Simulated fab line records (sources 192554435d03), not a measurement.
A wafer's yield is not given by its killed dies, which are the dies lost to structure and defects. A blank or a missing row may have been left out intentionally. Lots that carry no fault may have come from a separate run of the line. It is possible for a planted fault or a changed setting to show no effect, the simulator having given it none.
fab line records | flow n5_finfet
record: lots: 7 wafers: 39
route steps=1938 shown FIN_SAQP@96 DUMMY_GATE@243 SD_EPI_N@288 HKMG_FIN@448 MOL_CONTACT_COAG@579 BEOL_M2@841 BEOL_M4@1086 BEOL_M7@1308 BEOL_M8@1332 BEOL_M11@1578 BEOL_M14@1762 MIM_BOT@1833 PASSIVATION@1928
start_h: hours from the record's first day to the start of the lot's first wafer shown | wait_h: how many hours have passed since the lot's step before this one | " same as the row above | L1.1+2: one row covering several wafers at once | - no value present, or no start provided | * or withheld: withheld | < > ~ a bound
route shown NAME@n: NAME is a module with steps in the file, n the number in the route of the first one | usual: average and standard deviation across the fault-free wafers | same: alike in all rows | chamber/n: place in a boat | sites: each site's reading | _std_site: how widely they spread, as a standard deviation | _edge_site: mean of outer sites minus mean of inner sites | radius_mm: for every site, how far away it sits from the centre of the wafer | mask NAME#n: copy n | behind: the tool/chamber that last shaped the wafer | hold: the reason the lot was held/the length of the hold in hours/how it ended | device: whichever transistor did not switch (one of n, p or np) | end of line: the same wafers' tests at the end of the route | a step without rows: its recipe alone | killed: dies lost to structure and defects at the first sort, not the wafer's yield | map: a wafer's dies, marking killed ones x, the rest . and places with no die _
set.NAME: setting as actually run; set.NAME@STEP: the setting as run at that earlier step | model.NAME: the simulator's own value behind a step, which no gauge read
one table per step and one row per wafer, for lots whose settings were changed on purpose
== steps ==
step: N5_FIN_SAQP_HM_DEP_03
recipe: material: SiNx target_thk_a: 380 temp_c: 400 precursor: SiH4/NH3/N2 pressure_torr: 1.5 rf_w: 300 time_s: 33.6
step: N5_DUMMY_GATE_ETCH_31
recipe: chemistry: C4F6/O2 target: SiO2 mask_material: SOC target_depth_a: 825 time_s: 27.5 ion_energy_ev: 250 pressure_mtorr: 30 source_w: 345 bias_w: 185 Ar_flow_sccm: 300 C4F6_flow_sccm: 10 O2_flow_sccm: 10
step: N5_SD_EPI_N_EPI_21
recipe: material: Si:P dopant: P temp_c: 680 pressure_torr: 255 time_s: 690
step: N5_HKMG_FIN_NWFM_ALD_20
recipe: material: TiAlC target_thk_a: 20 temp_c: 300 ald_precursor_family: TiCl4 ald_co_reactant: TEA pulse_time_s: 3 purge_time_s: 2 co_reactant_purge_time_s: 2 co_reactant_pulse_time_s: 10 ald_cycles: 7 pressure_torr: 3
step: N5_MOL_CONTACT_COAG_ALD_131
recipe: material: SiO2 target_thk_a: 50 temp_c: 100 ald_precursor_family: BDEAS ald_co_reactant: O2-plasma pulse_time_s: 1 co_reactant_pulse_time_s: 1 purge_time_s: 2 co_reactant_purge_time_s: 2 ald_cycles: 35 pressure_torr: 2
step: N5_BEOL_M2_ILD_DEP_00
recipe: material: SiOC target_thk_a: 790 temp_c: 350 precursor: DEMS/O2 pressure_torr: 5 rf_w: 500 time_s: 15.3
step: N5_BEOL_M2_SPUTTER_90
recipe: material: Cu target_thk_a: 45 temp_c: -20 chamber_pressure_pa: 0.07 power_w: withheld time_s: 8.29
step: N5_BEOL_M4_SPUTTER_79
step: N5_BEOL_M7_TRENCH_ETCH_37
recipe: chemistry: C4F6/O2 target_depth_a: 934.78 target: SiCOH_lowk time_s: 31.2 ion_energy_ev: 250 pressure_mtorr: 30 source_w: 345 bias_w: 185 Ar_flow_sccm: 300 C4F6_flow_sccm: 10 O2_flow_sccm: 10
step: N5_BEOL_M8_ILD_DEP_00
recipe: material: SiCOH_lowk target_thk_a: 1797.5 temp_c: 300 precursor: DEMS/porogen pressure_torr: 5 rf_w: 500 time_s: 33.4
step: N5_BEOL_M11_TRENCH_ETCH_37
recipe: chemistry: C4F6/O2 target_depth_a: 1488.3 target: SiCOH_lowk time_s: 48 ion_energy_ev: 250 pressure_mtorr: 30 source_w: 345 bias_w: 185 Ar_flow_sccm: 300 C4F6_flow_sccm: 10 O2_flow_sccm: 10
step: N5_BEOL_M14_SPUTTER_43
recipe: material: TaN target_thk_a: 150 temp_c: 50 bias_v: 168.6 power_w: 15000 chamber_pressure_pa: 0.12 time_s: 24.19
step: N5_MIM_BOT_SPUTTER_00
recipe: material: TiN target_thk_a: 350 temp_c: 200 power_w: 3000 chamber_pressure_pa: 0.49996 gas: Ar reactive_partial_pa: 0.37997 time_s: 89.7
step: N5_PASSIVATION_DESCUM_46
recipe: chemistry: O2 time_s: 7.9 source_power_w: 50 bias_power_w: 20 pressure_mtorr: 20 rf_frequency_hz: 2.712e+07 temp_c: 40 o2_flow_sccm: 225
step: N5_PASSIVATION_PROBE_49
usual: killed_at_front_end: 40/13
columns lot.wafer tool chamber start_h wait_h set.time_s@FIN_SAQP_HM_DEP_03 set.target_depth_a@DUMMY_GATE_ETCH_31 set.epi_growth_time_s@SD_EPI_N_EPI_21 set.ald_cycles@HKMG_FIN_NWFM_ALD_20 set.ald_cycles@MOL_CONTACT_COAG_ALD_131 set.target_thk_a@BEOL_M2_ILD_DEP_00 set.time_s@BEOL_M2_SPUTTER_90 set.target_thk_a@BEOL_M4_SPUTTER_79 set.time_s@BEOL_M7_TRENCH_ETCH_37 set.target_thk_a@BEOL_M8_ILD_DEP_00 set.target_depth_a@BEOL_M11_TRENCH_ETCH_37 set.target_thk_a@BEOL_M14_SPUTTER_43 set.target_thk_a@MIM_BOT_SPUTTER_00 set.time_s@PASSIVATION_DESCUM_46 killed_at_front_end
L074.1 prober-01 - 287.99 0.0 33.6 825 690 7 35 790 8.29 45 31.2 1797.5 1488.3 150 350 7.9 44
L074.5 prober-01 - 288.19 0.2 33.6 825 690 7 35 790 8.29 45 31.2 1797.5 1488.3 150 350 7.9 40
L074.6 prober-01 - 288.24 0.3 33.6 825 690 7 35 790 8.29 45 31.2 1797.5 1488.3 150 350 7.9 65
L077.1 prober-02 - 289.78 0.0 27.31 502.1 869.9 7 35 437.8 8.29 45 42.23 1797.5 2083 150 350 7.9 1106
L077.2 prober-02 - 289.83 0.1 27.31 502.1 690 8 35 790 8.29 45 42.23 2628 2083 150 237.1 7.9 1108
L077.3 prober-02 - 289.88 0.1 33.6 825 869.9 8 50 437.8 8.29 45 31.2 2628 2083 150 237.1 7.9 24
L077.4 prober-02 - 289.93 0.2 33.6 502.1 690 7 50 437.8 8.29 45 42.23 1797.5 1488.3 150 237.1 7.9 1124
L077.5 prober-02 - 289.98 0.2 27.31 825 690 7 50 790 8.29 45 31.2 2628 1488.3 150 350 7.9 38
L077.6 prober-02 - 290.03 0.3 33.6 825 869.9 8 35 790 8.29 45 31.2 1797.5 1488.3 150 350 7.9 35
L076.1 prober-02 - 291.76 0.0 45.97 825 880.6 7 15 413.2 9.626 57.95 31.2 1797.5 1488.3 150 350 7.9 56
L076.2 prober-02 - 291.81 0.1 45.97 825 690 9 35 413.2 8.29 57.95 48.63 2090 1807 150 350 7.9 65
L076.3 prober-02 - 291.86 0.1 33.6 1224 690 9 15 790 8.29 57.95 48.63 1797.5 1488.3 150 350 7.9 39
L076.4 prober-02 - 291.91 0.2 33.6 1224 880.6 7 35 413.2 8.29 45 31.2 1797.5 1807 150 350 7.9 61
L076.5 prober-02 - 291.96 0.2 45.97 1224 880.6 9 15 790 9.626 45 48.63 2090 1488.3 150 350 7.9 46
L076.6 prober-02 - 292.01 0.3 33.6 825 690 7 35 790 9.626 45 31.2 2090 1807 150 350 7.9 46
L078.1 prober-01 - 312.30 0.0 33.6 565.1 428.1 10 35 790 10.32 45 31.2 984.8 1488.3 223.9 472.7 3.49 1097
L078.2 prober-01 - 312.35 0.1 33.6 825 690 10 35 790 8.29 45 31.2 1797.5 1488.3 150 472.7 7.9 29
L078.3 prober-01 - 312.40 0.1 33.6 825 428.1 10 27 505.2 8.29 70.9 31.2 1797.5 1488.3 223.9 350 7.9 27
L078.4 prober-01 - 312.45 0.2 33.6 825 690 7 27 790 10.32 70.9 31.2 1797.5 1488.3 150 350 3.49 36
L078.5 prober-01 - 312.50 0.2 33.6 565.1 428.1 7 27 505.2 10.32 45 31.2 984.8 1488.3 150 350 7.9 1119
L078.6 prober-01 - 312.55 0.3 33.6 565.1 690 7 35 505.2 8.29 70.9 31.2 984.8 1488.3 223.9 472.7 3.49 1129
L093.1 prober-01 - 394.13 0.0 17.9 524.6 690 10 35 790 8.29 26.88 42.97 1797.5 1488.3 150 216.1 7.9 1148
L093.2 prober-01 - 394.18 0.1 17.9 825 950.6 7 35 790 10.7 26.88 31.2 1218 1029 150 350 7.9 61
L093.3 prober-01 - 394.23 0.1 33.6 524.6 950.6 10 24 994.1 8.29 26.88 42.97 1218 1029 226.4 216.1 10.51 1113
L093.4 prober-01 - 394.28 0.2 33.6 524.6 690 7 24 790 10.7 45 31.2 1218 1488.3 226.4 216.1 10.51 1134
L093.5 prober-01 - 394.33 0.2 33.6 825 690 7 35 994.1 8.29 45 31.2 1797.5 1488.3 226.4 350 7.9 52
L093.6 prober-01 - 394.38 0.3 17.9 825 950.6 10 24 994.1 10.7 45 42.97 1797.5 1029 150 350 10.51 73
L096.1 prober-01 - 413.58 0.0 33.6 825 690 7 35 647.9 10.36 45 16.01 2802 2254 150 350 5.607 37
L096.2 prober-01 - 413.63 0.1 33.6 1010 690 7 14 647.9 10.36 27.03 16.01 1797.5 1488.3 150 350 7.9 27
L096.3 prober-01 - 413.68 0.1 33.6 825 690 7 14 647.9 8.29 27.03 31.2 2802 1488.3 150 350 7.9 24
L096.4 prober-01 - 413.73 0.2 33.6 1010 690 7 14 790 8.29 45 31.2 1797.5 1488.3 150 350 5.607 46
L096.5 prober-01 - 413.78 0.2 33.6 1010 690 7 35 790 8.29 45 16.01 2802 2254 150 350 7.9 40
L096.6 prober-01 - 413.83 0.3 33.6 825 690 7 35 790 10.36 27.03 31.2 1797.5 2254 150 350 5.607 43
L097.1 prober-02 - 418.77 0.0 48.57 825 690 9 35 503.9 8.29 66.01 24.87 1797.5 2377 150 200.7 7.9 54
L097.2 prober-02 - 418.82 0.1 33.6 825 690 9 35 790 8.29 45 24.87 2350 1488.3 150 200.7 5.858 61
L097.3 prober-02 - 418.87 0.1 48.57 825 690 7 35 790 8.29 45 31.2 2350 2377 150 350 5.858 41
L097.4 prober-02 - 418.92 0.2 33.6 394.2 690 9 35 503.9 8.29 66.01 31.2 2350 2377 150 350 7.9 1111
L097.5 prober-02 - 418.97 0.2 33.6 394.2 690 7 35 790 8.29 66.01 24.87 1797.5 1488.3 150 350 7.9 1105
L097.6 prober-02 - 419.02 0.3 48.57 394.2 690 7 35 503.9 8.29 45 31.2 1797.5 1488.3 150 200.7 5.858 1101
killed by level:class
L074.1 STI_FIN_REVEAL:geometric_particle:open=14 MOL_CONTACT_COAG:geometric_particle:open=13 BEOL_M0_SAQP:geometric_particle:open=12 FIN_SAQP:geometric_particle:open=9 BEOL_M0_SAQP:geometric_particle:short=7 BEOL_M2:geometric_particle:open=5 BEOL_M3:geometric_particle:open=5 ILD0:geometric_particle:open=4
L074.5 BEOL_M4:geometric_particle:open=15 STI_FIN_REVEAL:geometric_particle:open=14 BEOL_M0_SAQP:geometric_particle:short=11 GATE_CUT:geometric_particle:short=6 MOL_CONTACT_COAG:geometric_particle:open=6 BEOL_M3:geometric_particle:open=6 BEOL_M0_SAQP:geometric_particle:open=4 BEOL_M4:geometric_particle:short=4
L074.6 FIN_SAQP:geometric_particle:short=19 STI_FIN_REVEAL:geometric_particle:open=16 BEOL_M0_SAQP:geometric_particle:open=11 FIN_SAQP:geometric_particle:open=8 STI_FIN_REVEAL:geometric_particle:short=7 BEOL_M4:geometric_particle:open=6 ILD0:geometric_particle:short=5 BEOL_M0_SAQP:geometric_particle:short=5
L077.1 DUMMY_GATE:area_etch=1080 MOL_CONTACT_COAG:geometric_particle:open=15 BEOL_M3:geometric_particle:open=9 FIN_SAQP:geometric_particle:short=7 BEOL_M0_SAQP:geometric_particle:open=7 BEOL_M2:geometric_particle:open=6 BEOL_M0:geometric_particle:open=5 BEOL_M1:geometric_particle:open=5
L077.2 DUMMY_GATE:area_etch=1060 FIN_SAQP:geometric_particle:open=15 BEOL_M0_SAQP:geometric_particle:open=15 FIN_SAQP:geometric_particle:short=11 STI_FIN_REVEAL:geometric_particle:open=9 BEOL_M0_SAQP:geometric_particle:short=9 BEOL_M3:geometric_particle:open=9 BEOL_M2:geometric_particle:open=8
L077.3 MOL_CONTACT_COAG:area_ald=1077 BEOL_M3:geometric_particle:open=16 MOL_CONTACT_COAG:geometric_particle:open=14 BEOL_M0_SAQP:geometric_particle:short=6 BEOL_M4:geometric_particle:open=6 FIN_SAQP:geometric_particle:short=5 STI_FIN_REVEAL:geometric_particle:open=5 BEOL_M0_SAQP:geometric_particle:open=5
L077.4 DUMMY_GATE:area_etch=1085 BEOL_M3:geometric_particle:open=13 FIN_SAQP:geometric_particle:open=11 BEOL_M2:geometric_particle:open=6 BEOL_M4:geometric_particle:open=6 DUMMY_GATE:geometric_particle:open=5 BEOL_M2:geometric_particle:short=5 STARTING-WAFER:geometric_particle:open=5
L077.5 MOL_CONTACT_COAG:area_ald=1080 FIN_SAQP:geometric_particle:open=8 FIN_SAQP:geometric_particle:short=7 GATE_CUT:geometric_particle:short=6 BEOL_M0_SAQP:geometric_particle:short=6 BEOL_M3:geometric_particle:open=6 STARTING-WAFER:geometric_particle:open=6 MOL_CONTACT_COAG:geometric_particle:open=5
L077.6 MOL_CONTACT_COAG:geometric_particle:open=18 FIN_SAQP:geometric_particle:open=9 BEOL_M3:geometric_particle:open=7 BEOL_M0_SAQP:geometric_particle:short=6 FIN_SAQP:geometric_particle:short=5 BEOL_M0_SAQP:geometric_particle:open=5 BEOL_M2:geometric_particle:open=5 STI_FIN_REVEAL:geometric_particle:open=4
L076.1 MOL_CONTACT_COAG:area_ald=1067 STI_FIN_REVEAL:geometric_particle:open=14 MOL_CONTACT_COAG:geometric_particle:open=13 FIN_SAQP:geometric_particle:open=9 BEOL_M1:geometric_particle:open=9 BEOL_M0_SAQP:geometric_particle:open=7 STARTING-WAFER:geometric_particle:open=6 DUMMY_GATE:geometric_particle:open=5
L076.2 BEOL_M2:area_dep=1066 STI_FIN_REVEAL:geometric_particle:open=22 FIN_SAQP:geometric_particle:open=13 BEOL_M0_SAQP:geometric_particle:short=12 GATE_CUT:geometric_particle:short=9 MOL_CONTACT_COAG:geometric_particle:open=8 STI_FIN_REVEAL:geometric_particle:short=6 GATE_CUT:geometric_particle:open=4
L076.3 MOL_CONTACT_COAG:area_ald=1080 STI_FIN_REVEAL:geometric_particle:open=11 MOL_CONTACT_COAG:geometric_particle:open=8 BEOL_M2:geometric_particle:open=8 BEOL_M0_SAQP:geometric_particle:short=7 BEOL_M0_SAQP:geometric_particle:open=7 BEOL_M1:geometric_particle:open=7 GATE_CUT:geometric_particle:short=4
L076.4 BEOL_M2:area_dep=1060 STI_FIN_REVEAL:geometric_particle:open=17 FIN_SAQP:geometric_particle:open=15 BEOL_M1:geometric_particle:open=13 MOL_CONTACT_COAG:geometric_particle:open=13 FIN_SAQP:geometric_particle:short=7 GATE_CUT:geometric_particle:short=7 STI_FIN_REVEAL:geometric_particle:short=5
L076.5 MOL_CONTACT_COAG:area_ald=1087 STI_FIN_REVEAL:geometric_particle:open=13 MOL_CONTACT_COAG:geometric_particle:open=12 GATE_CUT:geometric_particle:short=7 BEOL_M2:geometric_particle:open=6 BEOL_M4:geometric_particle:open=6 FIN_SAQP:geometric_particle:open=5 ILD0:geometric_particle:open=4
L076.6 STI_FIN_REVEAL:geometric_particle:open=17 MOL_CONTACT_COAG:geometric_particle:open=7 FIN_SAQP:geometric_particle:open=5 GATE_CUT:geometric_particle:short=5 FIN_SAQP:geometric_particle:short=4 STI_FIN_REVEAL:geometric_particle:short=4 BEOL_M1:geometric_particle:open=4 BEOL_M0_SAQP:geometric_particle:short=4
L078.1 DUMMY_GATE:area_etch=1067 BEOL_M8:area_dep=31 BEOL_M1:geometric_particle:open=11 MOL_CONTACT_COAG:geometric_particle:open=8 DUMMY_GATE:geometric_particle:open=5 BEOL_M4:geometric_particle:open=5 STARTING-WAFER:geometric_particle:open=5 FIN_CUT:geometric_particle:short=4
L078.2 MIM_BOT:area_sputter=1069 BEOL_M4:geometric_particle:open=16 BEOL_M3:geometric_particle:open=9 BEOL_M1:geometric_particle:open=7 STARTING-WAFER:geometric_particle:short=6 STI_FIN_REVEAL:geometric_particle:open=5 MOL_CONTACT_COAG:geometric_particle:open=5 BEOL_M0_SAQP:geometric_particle:short=5
L078.3 BEOL_M2:area_dep=923 MOL_CONTACT_COAG:area_ald=174 BEOL_M4:geometric_particle:open=13 MOL_CONTACT_COAG:geometric_particle:open=8 GATE_CUT:geometric_particle:short=6 BEOL_M0_SAQP:geometric_particle:open=6 FIN_CUT:geometric_particle:short=4 GATE_CUT:geometric_particle:open=4
L078.4 MOL_CONTACT_COAG:area_ald=184 BEOL_M4:geometric_particle:open=9 BEOL_M3:geometric_particle:open=6 BEOL_M2:geometric_particle:open=5 FIN_SAQP:geometric_particle:open=4 FIN_CUT:geometric_particle:open=4 STI_FIN_REVEAL:geometric_particle:open=4 FIN_SAQP:geometric_particle:short=3
L078.5 DUMMY_GATE:area_etch=1080 BEOL_M2:area_dep=9 BEOL_M1:geometric_particle:open=8 FIN_SAQP:geometric_particle:open=6 FIN_SAQP:geometric_particle:short=6 BEOL_M0:geometric_particle:open=6 STI_FIN_REVEAL:geometric_particle:open=5 MOL_CONTACT_COAG:geometric_particle:open=5
L078.6 DUMMY_GATE:area_etch=1085 BEOL_M2:area_dep=15 FIN_SAQP:geometric_particle:open=11 STI_FIN_REVEAL:geometric_particle:open=6 GATE_CUT:geometric_particle:short=5 BEOL_M1:geometric_particle:short=5 BEOL_M4:geometric_particle:open=5 BEOL_M0_SAQP:geometric_particle:open=4
L093.1 DUMMY_GATE:area_etch=1105 FIN_SAQP:geometric_particle:open=14 STI_FIN_REVEAL:geometric_particle:open=8 FIN_SAQP:geometric_particle:short=5 MOL_CONTACT_COAG:geometric_particle:open=5 BEOL_M0_SAQP:geometric_particle:short=5 BEOL_M1:geometric_particle:open=5 STARTING-WAFER:geometric_particle:short=4
L093.2 FIN_SAQP:geometric_particle:open=21 STI_FIN_REVEAL:geometric_particle:open=11 MOL_CONTACT_COAG:geometric_particle:open=10 FIN_SAQP:geometric_particle:short=9 GATE_CUT:geometric_particle:open=9 BEOL_M3:geometric_particle:open=6 BEOL_M0_SAQP:geometric_particle:short=5 BEOL_M1:geometric_particle:open=5
L093.3 DUMMY_GATE:area_etch=1054 FIN_SAQP:geometric_particle:open=20 MOL_CONTACT_COAG:geometric_particle:open=12 FIN_SAQP:geometric_particle:short=11 BEOL_M1:geometric_particle:open=8 STI_FIN_REVEAL:geometric_particle:open=8 BEOL_M0_SAQP:geometric_particle:short=7 BEOL_M0_SAQP:geometric_particle:open=6
L093.4 DUMMY_GATE:area_etch=1060 FIN_SAQP:geometric_particle:open=29 STI_FIN_REVEAL:geometric_particle:open=17 BEOL_M1:geometric_particle:open=9 GATE_CUT:geometric_particle:short=7 BEOL_M2:geometric_particle:open=5 MOL_CONTACT_COAG:geometric_particle:open=5 STI_FIN_REVEAL:geometric_particle:short=4
L093.5 STI_FIN_REVEAL:geometric_particle:open=21 MOL_CONTACT_COAG:geometric_particle:open=10 FIN_SAQP:geometric_particle:open=9 STI_FIN_REVEAL:geometric_particle:short=9 BEOL_M0_SAQP:geometric_particle:short=5 BEOL_M1:geometric_particle:open=5 MIM_TOP:geometric_particle:open=5 FIN_SAQP:geometric_particle:short=4
L093.6 MOL_CONTACT_COAG:area_ald=769 FIN_SAQP:geometric_particle:open=26 STI_FIN_REVEAL:geometric_particle:open=15 FIN_SAQP:geometric_particle:short=10 BEOL_M2:geometric_particle:open=10 GATE_CUT:geometric_particle:short=8 BEOL_M1:geometric_particle:open=8 STARTING-WAFER:geometric_particle:short=6
L096.1 BEOL_M8:area_etch=654 BEOL_M7:area_ecd=425 BEOL_M0_SAQP:geometric_particle:open=15 MOL_CONTACT_COAG:geometric_particle:open=13 BEOL_M0_SAQP:geometric_particle:short=12 BEOL_M4:geometric_particle:open=10 FIN_SAQP:geometric_particle:open=7 FIN_SAQP:geometric_particle:short=5
L096.2 MOL_CONTACT_COAG:area_ald=1116 BEOL_M0_SAQP:geometric_particle:short=13 FIN_SAQP:geometric_particle:open=4 DUMMY_GATE:geometric_particle:open=4 DUMMY_GATE:geometric_particle:short=3 MOL_CONTACT_COAG:geometric_particle:short=3 MOL_CONTACT_COAG:geometric_particle:open=3 BEOL_M0_SAQP:geometric_particle:open=3
L096.3 MOL_CONTACT_COAG:area_ald=1092 BEOL_M0_SAQP:geometric_particle:short=12 MOL_CONTACT_COAG:geometric_particle:open=10 BEOL_M0_SAQP:geometric_particle:open=9 MOL_CONTACT_COAG:geometric_particle:short=6 GATE_CUT:geometric_particle:short=5 BEOL_M3:geometric_particle:open=4 BEOL_M4:geometric_particle:open=4
L096.4 MOL_CONTACT_COAG:area_ald=1077 MOL_CONTACT_COAG:geometric_particle:open=16 BEOL_M0_SAQP:geometric_particle:open=14 BEOL_M0_SAQP:geometric_particle:short=11 DUMMY_GATE:geometric_particle:open=9 STI_FIN_REVEAL:geometric_particle:open=8 FIN_SAQP:geometric_particle:open=6 BEOL_M4:geometric_particle:short=3
L096.5 BEOL_M8:area_etch=828 BEOL_M7:area_ecd=262 STI_FIN_REVEAL:geometric_particle:open=18 MOL_CONTACT_COAG:geometric_particle:open=18 BEOL_M0_SAQP:geometric_particle:open=7 BEOL_M0_SAQP:geometric_particle:short=5 FIN_SAQP:geometric_particle:open=4 BEOL_M1:geometric_particle:open=4
L096.6 BEOL_M0_SAQP:geometric_particle:open=15 BEOL_M0_SAQP:geometric_particle:short=13 FIN_SAQP:geometric_particle:open=9 FIN_SAQP:geometric_particle:short=8 MOL_CONTACT_COAG:geometric_particle:open=8 DUMMY_GATE:geometric_particle:open=7 STI_FIN_REVEAL:geometric_particle:open=5 MOL_CONTACT_COAG:geometric_particle:short=5
L097.1 BEOL_M2:area_dep=1060 STI_FIN_REVEAL:geometric_particle:open=22 BEOL_M1:geometric_particle:open=12 BEOL_M2:geometric_particle:open=11 BEOL_M0_SAQP:geometric_particle:open=7 FIN_SAQP:geometric_particle:short=6 GATE_CUT:geometric_particle:short=5 MOL_CONTACT_COAG:geometric_particle:open=5
L097.2 STI_FIN_REVEAL:geometric_particle:open=19 GATE_CUT:geometric_particle:short=10 FIN_SAQP:geometric_particle:short=7 GATE_CUT:geometric_particle:open=7 BEOL_M0_SAQP:geometric_particle:open=6 BEOL_M1:geometric_particle:open=6 MOL_CONTACT_COAG:geometric_particle:open=5 STI_FIN_REVEAL:geometric_particle:short=4
L097.3 BEOL_M11:area_etch=309 STI_FIN_REVEAL:geometric_particle:open=12 BEOL_M0_SAQP:geometric_particle:open=11 GATE_CUT:geometric_particle:short=8 BEOL_M3:geometric_particle:open=8 BEOL_M1:geometric_particle:short=6 FIN_SAQP:geometric_particle:short=5 BEOL_M7:geometric_particle:open=5
L097.4 DUMMY_GATE:area_etch=1056 STI_FIN_REVEAL:geometric_particle:open=25 BEOL_M3:geometric_particle:open=12 FIN_SAQP:geometric_particle:open=8 MOL_CONTACT_COAG:geometric_particle:open=6 BEOL_M2:geometric_particle:open=6 BEOL_M4:geometric_particle:open=6 FIN_SAQP:geometric_particle:short=5
L097.5 DUMMY_GATE:area_etch=1073 STI_FIN_REVEAL:geometric_particle:open=14 BEOL_M1:geometric_particle:open=8 BEOL_M4:geometric_particle:open=8 BEOL_M3:geometric_particle:open=7 BEOL_M0_SAQP:geometric_particle:short=7 BEOL_M2:geometric_particle:open=7 FIN_SAQP:geometric_particle:open=6
L097.6 DUMMY_GATE:area_etch=1061 STI_FIN_REVEAL:geometric_particle:open=18 BEOL_M0_SAQP:geometric_particle:short=14 BEOL_M4:geometric_particle:open=12 MOL_CONTACT_COAG:geometric_particle:open=11 BEOL_M0_SAQP:geometric_particle:open=10 BEOL_M2:geometric_particle:open=9 FIN_SAQP:geometric_particle:open=6
== key ==
split: step: N5_FIN_SAQP_HM_DEP_03 setting: time_s stated_as: 33.6
response none clear
split: step: N5_DUMMY_GATE_ETCH_31 setting: target_depth_a stated_as: 825
response: step: N5_PASSIVATION_PROBE_49 reading: killed_at_front_end slope: -15.3 per: 1% together_with: all explained: 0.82
split: step: N5_SD_EPI_N_EPI_21 setting: epi_growth_time_s stated_as: 690
response none clear
split: step: N5_HKMG_FIN_NWFM_ALD_20 setting: ald_cycles stated_as: 7
response none clear
split: step: N5_MOL_CONTACT_COAG_ALD_131 setting: ald_cycles stated_as: 35
response none clear
split: step: N5_BEOL_M2_ILD_DEP_00 setting: target_thk_a stated_as: 790
response none clear
split: step: N5_BEOL_M2_SPUTTER_90 setting: time_s stated_as: 8.29
response none clear
split: step: N5_BEOL_M4_SPUTTER_79 setting: target_thk_a stated_as: 45
response none clear
split: step: N5_BEOL_M7_TRENCH_ETCH_37 setting: time_s stated_as: 31.2
response none clear
split: step: N5_BEOL_M8_ILD_DEP_00 setting: target_thk_a stated_as: 1797.5
response none clear
split: step: N5_BEOL_M11_TRENCH_ETCH_37 setting: target_depth_a stated_as: 1488.3
response none clear
split: step: N5_BEOL_M14_SPUTTER_43 setting: target_thk_a stated_as: 150
response none clear
split: step: N5_MIM_BOT_SPUTTER_00 setting: target_thk_a stated_as: 350
response none clear
split: step: N5_PASSIVATION_DESCUM_46 setting: time_s stated_as: 7.9
response none clear
